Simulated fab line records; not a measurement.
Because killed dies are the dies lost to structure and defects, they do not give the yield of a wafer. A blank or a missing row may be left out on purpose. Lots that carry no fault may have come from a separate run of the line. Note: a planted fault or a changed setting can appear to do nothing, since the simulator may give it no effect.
Which tool did it? | flow n5-finfet | 36 wafers sampled from 12 lots at 1 step of a route of 1938

== WHAT THE GAUGES READ, wafer by wafer ==
N5_BEOL_M0_CUTY_CD_MEAS_57: the cd target is 200 nm.
lot  | measured     | on        | cd-nm (nm)
L075 | day 5 23:16  | cd-sem-02 | 201.3 200.3 201.1
L077 | day 6 12:11  | cd-sem-03 | 199.6 199.6 200.6
L079 | day 6 21:40  | cd-sem-01 | 199.6 199.7 199.9
L081 | day 7 19:29  | cd-sem-02 | 198.6 199.9 198.6
L083 | day 7 22:52  | cd-sem-03 | 200.6 200.0 200.1
L085 | day 8 19:03  | cd-sem-01 | 198.2 199.1 198.6
L087 | day 8 23:26  | cd-sem-02 | 199.8 200.5 200.3
L088 | day 9 16:07  | cd-sem-01 | 200.2 200.0 199.8
L091 | day 9 22:50  | cd-sem-02 | 198.8 199.0 197.9
L093 | day 10 10:47 | cd-sem-01 | 200.2 200.3 201.0
L095 | day 11 07:18 | cd-sem-03 | 199.6 199.5 199.3
L097 | day 11 12:55 | cd-sem-01 | 199.9 201.1 200.3

== EACH LOT AND THE TOOL THAT RAN IT (in order: tool; ch and the chambers of the sampled wafers; start) ==
Before these readings, the record contains no process step.

== THE ANSWER, worked out from the rows above alone ==
Rule: the lots themselves supply what counts as usual. The widest of any qualifying gaps counts: lots, ordered by their means at a reading, are off when they make up no more than a third of the lots, leave a main group of 4 or more, and stand apart from it by 3 or more times the standard deviation of that group's means. A main group is skipped when, at the precision printed for the reading in the tables above, its means are all equal. A lot without any number at a reading at which 4 lots or more have one is off too. Any other lot the step has rows for is counted as sound.
Across all readings shown, no lot is off: no conclusion can be drawn from this.

== WHAT HAD BEEN PUT IN BY THE SIMULATOR ==
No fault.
